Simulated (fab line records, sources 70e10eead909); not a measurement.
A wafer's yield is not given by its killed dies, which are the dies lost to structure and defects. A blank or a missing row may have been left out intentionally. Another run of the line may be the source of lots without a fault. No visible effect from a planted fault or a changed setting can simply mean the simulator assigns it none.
Which tool did it? :: flow nand_harc :: Sampling: 24 lots, 72 wafers, 6 of 1302 route steps

WHAT THE GAUGES READ, wafer by wafer
NHARC_P_M1_INSPECT_11.
lot: L074
measured: day 6 08:39
on: defect_inspect-02
raw_defect_count: 4 5 1

lot: L075
measured: day 6 14:27
on: defect_inspect-02
raw_defect_count: 0 2 3

lot: L076
measured: day 6 23:07
on: defect_inspect-01
raw_defect_count: 2 2 9

lot: L078
measured: day 7 23:13
on: defect_inspect-01
raw_defect_count: 10 6 7

lot: L077
measured: day 7 23:58
on: defect_inspect-02
raw_defect_count: 3 4 4

lot: L079
measured: day 8 14:33
on: defect_inspect-02
raw_defect_count: 3 2 6

lot: L080
measured: day 8 15:17
on: defect_inspect-02
raw_defect_count: 2 3 10

lot: L081
measured: day 9 12:52
on: defect_inspect-02
raw_defect_count: 4 4 1

lot: L082
measured: day 9 18:04
on: defect_inspect-02
raw_defect_count: 3 5 5

lot: L083
measured: day 10 08:30
on: defect_inspect-02
raw_defect_count: 7 5 14

lot: L084
measured: day 10 09:37
on: defect_inspect-02
raw_defect_count: 4 2 3

lot: L086
measured: day 11 00:26
on: defect_inspect-02
raw_defect_count: 2 5 6

lot: L085
measured: day 11 01:22
on: defect_inspect-01
raw_defect_count: 3 7 3

lot: L087
measured: day 11 10:23
on: defect_inspect-01
raw_defect_count: 6 6 0

lot: L088
measured: day 12 11:19
on: defect_inspect-01
raw_defect_count: 4 3 4

lot: L089
measured: day 12 16:13
on: defect_inspect-01
raw_defect_count: 5 4 6

lot: L090
measured: day 12 18:52
on: defect_inspect-02
raw_defect_count: 5 7 6

lot: L091
measured: day 13 14:23
on: defect_inspect-01
raw_defect_count: 9 2 12

lot: L092
measured: day 13 18:25
on: defect_inspect-02
raw_defect_count: 5 7 0

lot: L093
measured: day 14 00:59
on: defect_inspect-02
raw_defect_count: 1 2 2

lot: L094
measured: day 14 21:48
on: defect_inspect-01
raw_defect_count: 4 1 1

lot: L095
measured: day 14 22:10
on: defect_inspect-01
raw_defect_count: 7 7 6

lot: L096
measured: day 15 10:45
on: defect_inspect-01
raw_defect_count: 7 2 10

lot: L097
measured: day 15 16:15
on: defect_inspect-02
raw_defect_count: 4 4 3

NHARC_P_M1_THK_MEAS_24: measures by xrf.
lot: L074
measured: day 6 11:08
on: film_metro-02
thk_nm (nm): 158.0 158.2 155.6

lot: L075
measured: day 6 16:55
on: film_metro-01
thk_nm (nm): 156.7 158.9 156.0

lot: L076
measured: day 7 01:35
on: film_metro-02
thk_nm (nm): 157.6 156.0 155.0

lot: L078
measured: day 8 01:41
on: film_metro-02
thk_nm (nm): 159.3 157.4 157.9

lot: L077
measured: day 8 02:26
on: film_metro-02
thk_nm (nm): 162.0 155.4 157.2

lot: L079
measured: day 8 17:29
on: film_metro-02
thk_nm (nm): 158.9 161.1 156.2

lot: L080
measured: day 8 17:47
on: film_metro-02
thk_nm (nm): 158.7 157.3 157.5

lot: L081
measured: day 9 15:20
on: film_metro-01
thk_nm (nm): 159.8 157.8 158.8

lot: L082
measured: day 9 20:34
on: film_metro-01
thk_nm (nm): 156.3 157.1 156.1

lot: L083
measured: day 10 10:58
on: film_metro-01
thk_nm (nm): 159.1 160.9 159.8

lot: L084
measured: day 10 12:08
on: film_metro-02
thk_nm (nm): 160.3 158.5 158.9

lot: L086
measured: day 11 02:55
on: film_metro-01
thk_nm (nm): 158.0 157.8 157.4

lot: L085
measured: day 11 03:50
on: film_metro-01
thk_nm (nm): 158.3 155.3 155.0

lot: L087
measured: day 11 13:03
on: film_metro-01
thk_nm (nm): 155.6 159.6 159.5

lot: L088
measured: day 12 13:47
on: film_metro-02
thk_nm (nm): 156.8 156.9 157.6

lot: L089
measured: day 12 18:42
on: film_metro-02
thk_nm (nm): 156.6 155.4 157.6

lot: L090
measured: day 12 21:20
on: film_metro-01
thk_nm (nm): 159.7 161.8 158.8

lot: L091
measured: day 13 17:07
on: film_metro-01
thk_nm (nm): 156.9 156.6 158.9

lot: L092
measured: day 13 20:53
on: film_metro-01
thk_nm (nm): 158.1 157.3 156.8

lot: L093
measured: day 14 03:27
on: film_metro-02
thk_nm (nm): 160.9 155.1 161.8

lot: L094
measured: day 15 00:21
on: film_metro-01
thk_nm (nm): 159.3 159.9 158.2

lot: L095
measured: day 15 00:40
on: film_metro-01
thk_nm (nm): 158.3 159.6 153.9

lot: L096
measured: day 15 13:15
on: film_metro-01
thk_nm (nm): 157.1 156.3 158.5

lot: L097
measured: day 15 18:47
on: film_metro-02
thk_nm (nm): 157.1 156.3 158.7

EACH LOT AND THE TOOL THAT RAN IT (in order: tool; ch and the chambers of the sampled wafers; start)
lot: L074
NHARC_P_GATE_STRIP_113: plasma_asher-02 ch 0,1, day 5 19:50
NHARC_P_M0_ETCH_34: rie_diel-09 ch 0,1,3, day 6 04:44
NHARC_P_M1_DEGAS_29: pvd_sputter-03, day 6 09:43
NHARC_P_M1_PVD_20: pvd_sputter-03, day 6 11:08 or earlier

lot: L075
NHARC_P_GATE_STRIP_113: plasma_asher-02 ch 0,1, day 6 01:44
NHARC_P_M0_ETCH_34: rie_diel-09 ch 0,3, day 6 10:32
NHARC_P_M1_DEGAS_29: pvd_sputter-01, day 6 15:32
NHARC_P_M1_PVD_20: pvd_sputter-01, day 6 16:55 or earlier

lot: L076
NHARC_P_GATE_STRIP_113: plasma_asher-02 ch 0,1, day 6 10:14
NHARC_P_M0_ETCH_34: rie_diel-02 ch 0,3, day 6 18:47
NHARC_P_M1_DEGAS_29: pvd_sputter-01, day 7 00:12
NHARC_P_M1_PVD_20: pvd_sputter-01, day 7 01:35 or earlier

lot: L078
NHARC_P_GATE_STRIP_113: plasma_asher-01 ch 0,1, day 7 10:46
NHARC_P_M0_ETCH_34: rie_diel-03 ch 1,2,3, day 7 19:14
NHARC_P_M1_DEGAS_29: pvd_sputter-03, day 8 00:18
NHARC_P_M1_PVD_20: pvd_sputter-03, day 8 01:41 or earlier

lot: L077
NHARC_P_GATE_STRIP_113: plasma_asher-02 ch 0,1, day 7 11:26
NHARC_P_M0_ETCH_34: rie_diel-03 ch 1,2,3, day 7 19:56
NHARC_P_M1_DEGAS_29: pvd_sputter-01, day 8 01:03
NHARC_P_M1_PVD_20: pvd_sputter-01, day 8 02:26 or earlier

lot: L079
NHARC_P_GATE_STRIP_113: plasma_asher-02 ch 0, day 8 01:43
NHARC_P_M0_ETCH_34: rie_diel-03 ch 0,2,3, day 8 10:13
NHARC_P_M1_DEGAS_29: pvd_sputter-03, day 8 16:06
NHARC_P_M1_PVD_20: pvd_sputter-03, day 8 17:29 or earlier

lot: L080
NHARC_P_GATE_STRIP_113: plasma_asher-02 ch 0,1, day 8 03:01
NHARC_P_M0_ETCH_34: rie_diel-09 ch 0,2,3, day 8 11:22
NHARC_P_M1_DEGAS_29: pvd_sputter-01, day 8 16:23
NHARC_P_M1_PVD_20: pvd_sputter-01, day 8 17:47 or earlier

lot: L081
NHARC_P_GATE_STRIP_113: plasma_asher-01 ch 0,1, day 9 00:37
NHARC_P_M0_ETCH_34: rie_diel-02 ch 0,1,3, day 9 09:07
NHARC_P_M1_DEGAS_29: pvd_sputter-02, day 9 13:58
NHARC_P_M1_PVD_20: pvd_sputter-02, day 9 15:20 or earlier

lot: L082
NHARC_P_GATE_STRIP_113: plasma_asher-02 ch 0,1, day 9 05:32
NHARC_P_M0_ETCH_34: rie_diel-09 ch 1,2, day 9 14:08
NHARC_P_M1_DEGAS_29: pvd_sputter-03, day 9 19:10
NHARC_P_M1_PVD_20: pvd_sputter-03, day 9 20:34 or earlier

lot: L083
NHARC_P_GATE_STRIP_113: plasma_asher-01 ch 0,1, day 9 19:52
NHARC_P_M0_ETCH_34: rie_diel-09 ch 1,2,3, day 10 04:36
NHARC_P_M1_DEGAS_29: pvd_sputter-02, day 10 09:35
NHARC_P_M1_PVD_20: pvd_sputter-02, day 10 10:58 or earlier

lot: L084
NHARC_P_GATE_STRIP_113: plasma_asher-02 ch 0,1, day 9 21:10
NHARC_P_M0_ETCH_34: rie_diel-03 ch 0,2,3, day 10 05:41
NHARC_P_M1_DEGAS_29: pvd_sputter-02, day 10 10:42
NHARC_P_M1_PVD_20: pvd_sputter-02, day 10 12:08 or earlier

lot: L086
NHARC_P_GATE_STRIP_113: plasma_asher-02 ch 0,1, day 10 11:14
NHARC_P_M0_ETCH_34: rie_diel-03 ch 0,1, day 10 20:32
NHARC_P_M1_DEGAS_29: pvd_sputter-02, day 11 01:31
NHARC_P_M1_PVD_20: pvd_sputter-02, day 11 02:55 or earlier

lot: L085
NHARC_P_GATE_STRIP_113: plasma_asher-01 ch 0,1, day 10 11:38
NHARC_P_M0_ETCH_34: rie_diel-03 ch 2,3, day 10 21:27
NHARC_P_M1_DEGAS_29: pvd_sputter-01, day 11 02:27
NHARC_P_M1_PVD_20: pvd_sputter-01, day 11 03:50 or earlier

lot: L087
NHARC_P_GATE_STRIP_113: plasma_asher-01 ch 0,1, day 10 22:03
NHARC_P_M0_ETCH_34: rie_diel-03 ch 0,2,3, day 11 06:31
NHARC_P_M1_DEGAS_29: pvd_sputter-03, day 11 11:28
NHARC_P_M1_PVD_20: pvd_sputter-03, day 11 13:03 or earlier

lot: L088
NHARC_P_GATE_STRIP_113: plasma_asher-02 ch 0,1, day 11 22:19
NHARC_P_M0_ETCH_34: rie_diel-03 ch 0,1,3, day 12 07:26
NHARC_P_M1_DEGAS_29: pvd_sputter-02, day 12 12:24
NHARC_P_M1_PVD_20: pvd_sputter-02, day 12 13:47 or earlier

lot: L089
NHARC_P_GATE_STRIP_113: plasma_asher-01 ch 0,1, day 12 02:34
NHARC_P_M0_ETCH_34: rie_diel-03 ch 0,1,2, day 12 12:17
NHARC_P_M1_DEGAS_29: pvd_sputter-01, day 12 17:18
NHARC_P_M1_PVD_20: pvd_sputter-01, day 12 18:42 or earlier

lot: L090
NHARC_P_GATE_STRIP_113: plasma_asher-01 ch 0,1, day 12 05:42
NHARC_P_M0_ETCH_34: rie_diel-03 ch 0,1,3, day 12 14:57
NHARC_P_M1_DEGAS_29: pvd_sputter-01, day 12 19:57
NHARC_P_M1_PVD_20: pvd_sputter-01, day 12 21:20 or earlier

lot: L091
NHARC_P_GATE_STRIP_113: plasma_asher-01 ch 0,1, day 13 01:53
NHARC_P_M0_ETCH_34: rie_diel-03 ch 0,1, day 13 10:23
NHARC_P_M1_DEGAS_29: pvd_sputter-03, day 13 15:35
NHARC_P_M1_PVD_20: pvd_sputter-03, day 13 17:07 or earlier

lot: L092
NHARC_P_GATE_STRIP_113: plasma_asher-02 ch 0,1, day 13 05:58
NHARC_P_M0_ETCH_34: rie_diel-09 ch 1,2,3, day 13 14:33
NHARC_P_M1_DEGAS_29: pvd_sputter-02, day 13 19:29
NHARC_P_M1_PVD_20: pvd_sputter-02, day 13 20:53 or earlier

lot: L093
NHARC_P_GATE_STRIP_113: plasma_asher-02 ch 1, day 13 12:41
NHARC_P_M0_ETCH_34: rie_diel-02 ch 1,2,3, day 13 21:04
NHARC_P_M1_DEGAS_29: pvd_sputter-02, day 14 02:04
NHARC_P_M1_PVD_20: pvd_sputter-02, day 14 03:27 or earlier

lot: L094
NHARC_P_GATE_STRIP_113: plasma_asher-01 ch 0,1, day 14 05:50
NHARC_P_M0_ETCH_34: rie_diel-09 ch 2,3, day 14 17:41
NHARC_P_M1_DEGAS_29: pvd_sputter-02, day 14 22:58
NHARC_P_M1_PVD_20: pvd_sputter-02, day 15 00:21 or earlier

lot: L095
NHARC_P_GATE_STRIP_113: plasma_asher-01 ch 0,1, day 14 08:30
NHARC_P_M0_ETCH_34: rie_diel-09 ch 2,3, day 14 17:44
NHARC_P_M1_DEGAS_29: pvd_sputter-01, day 14 23:14
NHARC_P_M1_PVD_20: pvd_sputter-01, day 15 00:40 or earlier

lot: L096
NHARC_P_GATE_STRIP_113: plasma_asher-02 ch 0,1, day 14 20:40
NHARC_P_M0_ETCH_34: rie_diel-09 ch 0,2,3, day 15 05:30
NHARC_P_M1_DEGAS_29: pvd_sputter-02, day 15 11:51
NHARC_P_M1_PVD_20: pvd_sputter-02, day 15 13:15 or earlier

lot: L097
NHARC_P_GATE_STRIP_113: plasma_asher-01 ch 0,1, day 15 03:44
NHARC_P_M0_ETCH_34: rie_diel-03 ch 0,1,3, day 15 12:29
NHARC_P_M1_DEGAS_29: pvd_sputter-01, day 15 17:22
NHARC_P_M1_PVD_20: pvd_sputter-01, day 15 18:47 or earlier
- NHARC_P_GATE_STRIP_113: strips in N2/H2, time 740 s.
- NHARC_P_M0_ETCH_34: etches the open film in N2/H2, target depth 40 nm, overetch 12 nm, time 43.94 s.
- NHARC_P_M1_DEGAS_29: time 60 s.
- NHARC_P_M1_PVD_20: deposits TaN, target thk 5 nm, time 8.06 s.

AS READ BY THE TOOLS THEMSELVES (means over the sampled wafers that have a number; for cases with no such wafer, the mark the record gives instead)
NHARC_P_GATE_STRIP_113.
lot: L074
tool: plasma_asher-02
drypump_motor_current_A (A): 6.02
heater_power_w (W): 77

lot: L075
tool: plasma_asher-02
drypump_motor_current_A (A): 6.01
heater_power_w (W): 73

lot: L076
tool: plasma_asher-02
drypump_motor_current_A (A): 6.05
heater_power_w (W): 73

lot: L078
tool: plasma_asher-01
drypump_motor_current_A (A): 5.75
heater_power_w (W): 85

lot: L077
tool: plasma_asher-02
drypump_motor_current_A (A): 5.89
heater_power_w (W): 76

lot: L079
tool: plasma_asher-02
drypump_motor_current_A (A): 6.21
heater_power_w (W): 74

lot: L080
tool: plasma_asher-02
drypump_motor_current_A (A): 5.89
heater_power_w (W): 76

lot: L081
tool: plasma_asher-01
drypump_motor_current_A (A): 5.68
heater_power_w (W): 91

lot: L082
tool: plasma_asher-02
drypump_motor_current_A (A): 6.03
heater_power_w (W): 74

lot: L083
tool: plasma_asher-01
drypump_motor_current_A (A): 5.65
heater_power_w (W): 91

lot: L084
tool: plasma_asher-02
drypump_motor_current_A (A): 5.89
heater_power_w (W): 76

lot: L086
tool: plasma_asher-02
drypump_motor_current_A (A): 6.06
heater_power_w (W): 75

lot: L085
tool: plasma_asher-01
drypump_motor_current_A (A): 5.78
heater_power_w (W): 87

lot: L087
tool: plasma_asher-01
drypump_motor_current_A (A): 5.68
heater_power_w (W): 91

lot: L088
tool: plasma_asher-02
drypump_motor_current_A (A): 6.03
heater_power_w (W): 75

lot: L089
tool: plasma_asher-01
drypump_motor_current_A (A): 5.75
heater_power_w (W): 87

lot: L090
tool: plasma_asher-01
drypump_motor_current_A (A): 5.68
heater_power_w (W): 93

lot: L091
tool: plasma_asher-01
drypump_motor_current_A (A): 5.66
heater_power_w (W): 91

lot: L092
tool: plasma_asher-02
drypump_motor_current_A (A): 5.88
heater_power_w (W): 77

lot: L093
tool: plasma_asher-02
drypump_motor_current_A (A): 5.74
heater_power_w (W): 80

lot: L094
tool: plasma_asher-01
drypump_motor_current_A (A): 5.68
heater_power_w (W): 92

lot: L095
tool: plasma_asher-01
drypump_motor_current_A (A): 5.68
heater_power_w (W): 90

lot: L096
tool: plasma_asher-02
drypump_motor_current_A (A): 6.02
heater_power_w (W): 75

lot: L097
tool: plasma_asher-01
drypump_motor_current_A (A): 5.67
heater_power_w (W): 91

NHARC_P_M0_ETCH_34.
lot: L074
tool: rie_diel-09
drypump_motor_current_A (A): 5.8
oes_product_au (a.u.): 0.990
rf_fwd_power_W (W): 395.1
rf_vpp_V (V): 433.1
showerhead_plenum_p_Torr (Torr): 2.13
throttle_valve_pct (%): 14.175

lot: L075
tool: rie_diel-09
drypump_motor_current_A (A): 5.7
oes_product_au (a.u.): 1.007
rf_fwd_power_W (W): 396.3
rf_vpp_V (V): 431.6
showerhead_plenum_p_Torr (Torr): 2.10
throttle_valve_pct (%): 14.168

lot: L076
tool: rie_diel-02
drypump_motor_current_A (A): 5.9
oes_product_au (a.u.): 1.002
rf_fwd_power_W (W): 395.8
rf_vpp_V (V): 427.5
showerhead_plenum_p_Torr (Torr): 1.95
throttle_valve_pct (%): 14.176

lot: L078
tool: rie_diel-03
drypump_motor_current_A (A): 5.3
oes_product_au (a.u.): 1.009
rf_fwd_power_W (W): 395.5
rf_vpp_V (V): 431.3
showerhead_plenum_p_Torr (Torr): 2.05
throttle_valve_pct (%): 14.169

lot: L077
tool: rie_diel-03
drypump_motor_current_A (A): 5.3
oes_product_au (a.u.): 0.994
rf_fwd_power_W (W): 394.8
rf_vpp_V (V): 430.8
showerhead_plenum_p_Torr (Torr): 2.05
throttle_valve_pct (%): 14.171

lot: L079
tool: rie_diel-03
drypump_motor_current_A (A): 5.5
oes_product_au (a.u.): 0.995
rf_fwd_power_W (W): 395.6
rf_vpp_V (V): 429.1
showerhead_plenum_p_Torr (Torr): 2.00
throttle_valve_pct (%): 14.177

lot: L080
tool: rie_diel-09
drypump_motor_current_A (A): 5.8
oes_product_au (a.u.): 1.015
rf_fwd_power_W (W): 394.8
rf_vpp_V (V): 432.5
showerhead_plenum_p_Torr (Torr): 2.10
throttle_valve_pct (%): 14.171

lot: L081
tool: rie_diel-02
drypump_motor_current_A (A): 5.9
oes_product_au (a.u.): 0.998
rf_fwd_power_W (W): 396.6
rf_vpp_V (V): 427.4
showerhead_plenum_p_Torr (Torr): 1.94
throttle_valve_pct (%): 14.171

lot: L082
tool: rie_diel-09
drypump_motor_current_A (A): 5.5
oes_product_au (a.u.): 1.016
rf_fwd_power_W (W): 394.0
rf_vpp_V (V): 432.7
showerhead_plenum_p_Torr (Torr): 2.12
throttle_valve_pct (%): 14.180

lot: L083
tool: rie_diel-09
drypump_motor_current_A (A): 5.9
oes_product_au (a.u.): 1.007
rf_fwd_power_W (W): 392.4
rf_vpp_V (V): 433.2
showerhead_plenum_p_Torr (Torr): 2.13
throttle_valve_pct (%): 14.166

lot: L084
tool: rie_diel-03
drypump_motor_current_A (A): 5.5
oes_product_au (a.u.): 1.000
rf_fwd_power_W (W): 395.0
rf_vpp_V (V): 428.6
showerhead_plenum_p_Torr (Torr): 1.99
throttle_valve_pct (%): 14.171

lot: L086
tool: rie_diel-03
drypump_motor_current_A (A): 5.3
oes_product_au (a.u.): 0.988
rf_fwd_power_W (W): 395.0
rf_vpp_V (V): 430.4
showerhead_plenum_p_Torr (Torr): 2.02
throttle_valve_pct (%): 14.174

lot: L085
tool: rie_diel-03
drypump_motor_current_A (A): 5.4
oes_product_au (a.u.): 1.003
rf_fwd_power_W (W): 393.2
rf_vpp_V (V): 432.3
showerhead_plenum_p_Torr (Torr): 2.08
throttle_valve_pct (%): 14.170

lot: L087
tool: rie_diel-03
drypump_motor_current_A (A): 5.5
oes_product_au (a.u.): 0.988
rf_fwd_power_W (W): 396.3
rf_vpp_V (V): 429.6
showerhead_plenum_p_Torr (Torr): 1.99
throttle_valve_pct (%): 14.163

lot: L088
tool: rie_diel-03
drypump_motor_current_A (A): 5.4
oes_product_au (a.u.): 0.999
rf_fwd_power_W (W): 394.7
rf_vpp_V (V): 431.1
showerhead_plenum_p_Torr (Torr): 2.05
throttle_valve_pct (%): 14.173

lot: L089
tool: rie_diel-03
drypump_motor_current_A (A): 5.4
oes_product_au (a.u.): 0.990
rf_fwd_power_W (W): 396.3
rf_vpp_V (V): 428.8
showerhead_plenum_p_Torr (Torr): 1.96
throttle_valve_pct (%): 14.171

lot: L090
tool: rie_diel-03
drypump_motor_current_A (A): 5.4
oes_product_au (a.u.): 0.996
rf_fwd_power_W (W): 396.3
rf_vpp_V (V): 431.5
showerhead_plenum_p_Torr (Torr): 2.05
throttle_valve_pct (%): 14.169

lot: L091
tool: rie_diel-03
drypump_motor_current_A (A): 5.3
oes_product_au (a.u.): 0.992
rf_fwd_power_W (W): 396.0
rf_vpp_V (V): 430.2
showerhead_plenum_p_Torr (Torr): 2.02
throttle_valve_pct (%): 14.176

lot: L092
tool: rie_diel-09
drypump_motor_current_A (A): 5.9
oes_product_au (a.u.): 1.008
rf_fwd_power_W (W): 394.6
rf_vpp_V (V): 433.1
showerhead_plenum_p_Torr (Torr): 2.12
throttle_valve_pct (%): 14.175

lot: L093
tool: rie_diel-02
drypump_motor_current_A (A): 5.6
oes_product_au (a.u.): 1.005
rf_fwd_power_W (W): 394.0
rf_vpp_V (V): 428.3
showerhead_plenum_p_Torr (Torr): 1.96
throttle_valve_pct (%): 14.171

lot: L094
tool: rie_diel-09
drypump_motor_current_A (A): 6.2
oes_product_au (a.u.): 1.003
rf_fwd_power_W (W): 394.5
rf_vpp_V (V): 432.4
showerhead_plenum_p_Torr (Torr): 2.11
throttle_valve_pct (%): 14.177

lot: L095
tool: rie_diel-09
drypump_motor_current_A (A): 5.9
oes_product_au (a.u.): 1.010
rf_fwd_power_W (W): 393.2
rf_vpp_V (V): 432.3
showerhead_plenum_p_Torr (Torr): 2.10
throttle_valve_pct (%): 14.173

lot: L096
tool: rie_diel-09
drypump_motor_current_A (A): 5.8
oes_product_au (a.u.): 1.001
rf_fwd_power_W (W): 393.6
rf_vpp_V (V): 432.2
showerhead_plenum_p_Torr (Torr): 2.09
throttle_valve_pct (%): 14.173

lot: L097
tool: rie_diel-03
drypump_motor_current_A (A): 5.4
oes_product_au (a.u.): 0.988
rf_fwd_power_W (W): 395.8
rf_vpp_V (V): 430.8
showerhead_plenum_p_Torr (Torr): 2.05
throttle_valve_pct (%): 14.164

NHARC_P_M1_DEGAS_29.
lot: L074
tool: pvd_sputter-03
heater_power_w (W): 338

lot: L075
tool: pvd_sputter-01
heater_power_w (W): 340

lot: L076
tool: pvd_sputter-01
heater_power_w (W): 330

lot: L078
tool: pvd_sputter-03
heater_power_w (W): 321

lot: L077
tool: pvd_sputter-01
heater_power_w (W): 335

lot: L079
tool: pvd_sputter-03
heater_power_w (W): 340

lot: L080
tool: pvd_sputter-01
heater_power_w (W): 329

lot: L081
tool: pvd_sputter-02
heater_power_w (W): 299

lot: L082
tool: pvd_sputter-03
heater_power_w (W): 331

lot: L083
tool: pvd_sputter-02
heater_power_w (W): 315

lot: L084
tool: pvd_sputter-02
heater_power_w (W): 297

lot: L086
tool: pvd_sputter-02
heater_power_w (W): 301

lot: L085
tool: pvd_sputter-01
heater_power_w (W): 337

lot: L087
tool: pvd_sputter-03
heater_power_w (W): 320

lot: L088
tool: pvd_sputter-02
heater_power_w (W): 298

lot: L089
tool: pvd_sputter-01
heater_power_w (W): 338

lot: L090
tool: pvd_sputter-01
heater_power_w (W): 332

lot: L091
tool: pvd_sputter-03
heater_power_w (W): 314

lot: L092
tool: pvd_sputter-02
heater_power_w (W): 311

lot: L093
tool: pvd_sputter-02
heater_power_w (W): 326

lot: L094
tool: pvd_sputter-02
heater_power_w (W): 300

lot: L095
tool: pvd_sputter-01
heater_power_w (W): 343

lot: L096
tool: pvd_sputter-02
heater_power_w (W): 323

lot: L097
tool: pvd_sputter-01
heater_power_w (W): 320

NHARC_P_M1_PVD_20.
lot: L074
tool: pvd_sputter-03
chamber_pressure_pa (Pa): 0.11977
throttle_valve_pct (%): 29.8

lot: L075
tool: pvd_sputter-01
chamber_pressure_pa (Pa): 0.11980
throttle_valve_pct (%): 31.6

lot: L076
tool: pvd_sputter-01
chamber_pressure_pa (Pa): 0.12014
throttle_valve_pct (%): 31.0

lot: L078
tool: pvd_sputter-03
chamber_pressure_pa (Pa): 0.11989
throttle_valve_pct (%): 29.0

lot: L077
tool: pvd_sputter-01
chamber_pressure_pa (Pa): 0.12012
throttle_valve_pct (%): 32.2

lot: L079
tool: pvd_sputter-03
chamber_pressure_pa (Pa): 0.12005
throttle_valve_pct (%): 29.3

lot: L080
tool: pvd_sputter-01
chamber_pressure_pa (Pa): 0.11972
throttle_valve_pct (%): 31.3

lot: L081
tool: pvd_sputter-02
chamber_pressure_pa (Pa): 0.11980
throttle_valve_pct (%): 29.4

lot: L082
tool: pvd_sputter-03
chamber_pressure_pa (Pa): 0.11971
throttle_valve_pct (%): 29.7

lot: L083
tool: pvd_sputter-02
chamber_pressure_pa (Pa): 0.12004
throttle_valve_pct (%): 29.4

lot: L084
tool: pvd_sputter-02
chamber_pressure_pa (Pa): 0.12013
throttle_valve_pct (%): 29.4

lot: L086
tool: pvd_sputter-02
chamber_pressure_pa (Pa): 0.11993
throttle_valve_pct (%): 29.2

lot: L085
tool: pvd_sputter-01
chamber_pressure_pa (Pa): 0.12013
throttle_valve_pct (%): 31.1

lot: L087
tool: pvd_sputter-03
chamber_pressure_pa (Pa): 0.12008
throttle_valve_pct (%): 30.0

lot: L088
tool: pvd_sputter-02
chamber_pressure_pa (Pa): 0.11969
throttle_valve_pct (%): 29.9

lot: L089
tool: pvd_sputter-01
chamber_pressure_pa (Pa): 0.11984
throttle_valve_pct (%): 30.9

lot: L090
tool: pvd_sputter-01
chamber_pressure_pa (Pa): 0.12004
throttle_valve_pct (%): 31.5

lot: L091
tool: pvd_sputter-03
chamber_pressure_pa (Pa): 0.12025
throttle_valve_pct (%): 29.0

lot: L092
tool: pvd_sputter-02
chamber_pressure_pa (Pa): 0.11985
throttle_valve_pct (%): 29.6

lot: L093
tool: pvd_sputter-02
chamber_pressure_pa (Pa): 0.12003
throttle_valve_pct (%): 29.3

lot: L094
tool: pvd_sputter-02
chamber_pressure_pa (Pa): 0.12014
throttle_valve_pct (%): 30.1

lot: L095
tool: pvd_sputter-01
chamber_pressure_pa (Pa): 0.11990
throttle_valve_pct (%): 31.2

lot: L096
tool: pvd_sputter-02
chamber_pressure_pa (Pa): 0.12002
throttle_valve_pct (%): 29.6

lot: L097
tool: pvd_sputter-01
chamber_pressure_pa (Pa): 0.12008
throttle_valve_pct (%): 30.7

THE ANSWER, worked out from the rows above alone
Rule: the lots themselves supply what counts as usual. Put in order of their means at a reading, lots are off if they are a third of the lots or fewer, leave a main group of 4 or more, and stand apart from it by a gap of 3 or more times the standard deviation of the main group's means; of several such gaps the widest counts. The tables above print the reading to a certain number of digits; a main group whose means all agree to those digits is not used. A lot without any number at a reading at which 4 lots or more have one is off too. Where the step has rows for the other lots, those lots are counted as sound. Order of review: gauges by route order, followed by the tools' own readings, for which a lot's mean as printed above is used. The first step at which some lot is off is used, and at that step the reading that is off furthest; a lot without a number counts as furthest.
No lot is off at any reading shown: from this, nothing can be told.

WHAT WAS PUT IN BY THE SIMULATOR
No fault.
